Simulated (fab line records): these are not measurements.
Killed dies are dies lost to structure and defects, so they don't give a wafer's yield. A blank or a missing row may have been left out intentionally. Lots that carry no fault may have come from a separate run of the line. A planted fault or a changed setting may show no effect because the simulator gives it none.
One fault seen from 3 desks || flow nand harc || what lay behind the numbers comes last; until then each desk has only its own

== THE DEFECT DESK ==
Lot by lot, what the route's inspections counted, given as the mean of those sampled wafers with a number. The brackets show how far a lot's mean lies from the usual mean; more than 4 standard deviations puts the lot out of limits, marked OUT.
Columns: A = raw defect count at NHARC_A_CHANNEL_HOLE_D1_INSPECT_40, usual 57
{"lot": "L944", "first seen here": "day 8 19:19", "A": 57}
{"lot": "L943", "first seen here": "day 8 20:20", "A": 50}
{"lot": "L946", "first seen here": "day 9 04:14", "A": 48}
{"lot": "L947", "first seen here": "day 9 07:29", "A": 74}
{"lot": "L945", "first seen here": "day 9 10:55", "A": 33}
{"lot": "L948", "first seen here": "day 9 15:17", "A": 46}
{"lot": "L951", "first seen here": "day 10 10:58", "A": 42}
{"lot": "L953", "first seen here": "day 11 04:33", "A": 66}
{"lot": "L956", "first seen here": "day 11 17:06", "A": 44}
{"lot": "L959", "first seen here": "day 12 15:24", "A": 74}
{"lot": "L962", "first seen here": "day 13 00:34", "A": 79}
{"lot": "L961", "first seen here": "day 13 04:46", "A": 75}
{"lot": "L965", "first seen here": "day 13 21:32", "A": 65}
{"lot": "L966", "first seen here": "day 14 11:46", "A": 49}
Finding of this desk: none of the 14 lots has anything out of limits.

== AT THE METROLOGY DESK ==
Lot by lot, what the gauges showed, no matter which tool ran the lot: averages of those sampled wafers that carry a number. The brackets show how far a lot's mean lies from the usual mean; more than 4 standard deviations puts the lot out of limits, marked OUT.
Columns: A = cd nm at NHARC_A_CHANNEL_HOLE_D1_CD_MEAS_30, usual 89.6 nm
{"lot": "L944", "first seen here": "day 8 19:07", "A": 89.4}
{"lot": "L943", "first seen here": "day 8 20:09", "A": 91.0}
{"lot": "L946", "first seen here": "day 9 04:04", "A": 88.3}
{"lot": "L947", "first seen here": "day 9 07:17", "A": 90.0}
{"lot": "L945", "first seen here": "day 9 10:43", "A": 89.9}
{"lot": "L948", "first seen here": "day 9 15:05", "A": 88.7}
{"lot": "L951", "first seen here": "day 10 10:46", "A": 90.7}
{"lot": "L953", "first seen here": "day 11 04:22", "A": 89.4}
{"lot": "L956", "first seen here": "day 11 16:55", "A": 90.8}
{"lot": "L959", "first seen here": "day 12 15:13", "A": 90.5}
{"lot": "L962", "first seen here": "day 13 00:23", "A": 89.8}
{"lot": "L961", "first seen here": "day 13 04:34", "A": 89.3}
{"lot": "L965", "first seen here": "day 13 21:22", "A": 90.7}
{"lot": "L966", "first seen here": "day 14 11:35", "A": 90.0}
Finding of this desk: none of the 14 lots has anything out of limits.

== FOR THE TOOL OWNER'S DESK: ald hk-04 ==
The tool's own readings at NHARC_A_CHANNEL_FILL_D1_ALD_02 (deposits SiO2, target thk 6 nm, pulse time 10 s, ald cycles 60): means of the sampled wafers that have a number, for each lot that ran on this tool. The brackets show how far a lot's mean lies from the usual mean; more than 4 standard deviations puts the lot out of limits, marked OUT.
Columns: A = heater power w at NHARC_A_CHANNEL_FILL_D1_ALD_02, usual 477 W; B = precursor pulse height rel at NHARC_A_CHANNEL_FILL_D1_ALD_02, usual 1.000
{"lot": "L946", "first seen here": "day 9 04:31", "A": 481, "B": 0.984}
{"lot": "L945", "first seen here": "day 9 11:11", "A": 471, "B": 1.007}
{"lot": "L953", "first seen here": "day 11 06:40", "A": 472, "B": 0.996}
{"lot": "L956", "first seen here": "day 11 17:37", "A": 485, "B": 0.993}
{"lot": "L959", "first seen here": "day 12 15:35", "A": 478, "B": 0.990}
Finding of this desk: none of the 5 lots has anything out of limits.

== BROUGHT TOGETHER ==
The defect desk saw nothing out of limits.
From the metrology desk's view, nothing was out of limits.
Nothing out of limits was seen by the tool owner's desk.

== WHAT THE SIMULATOR HAD INSERTED ==
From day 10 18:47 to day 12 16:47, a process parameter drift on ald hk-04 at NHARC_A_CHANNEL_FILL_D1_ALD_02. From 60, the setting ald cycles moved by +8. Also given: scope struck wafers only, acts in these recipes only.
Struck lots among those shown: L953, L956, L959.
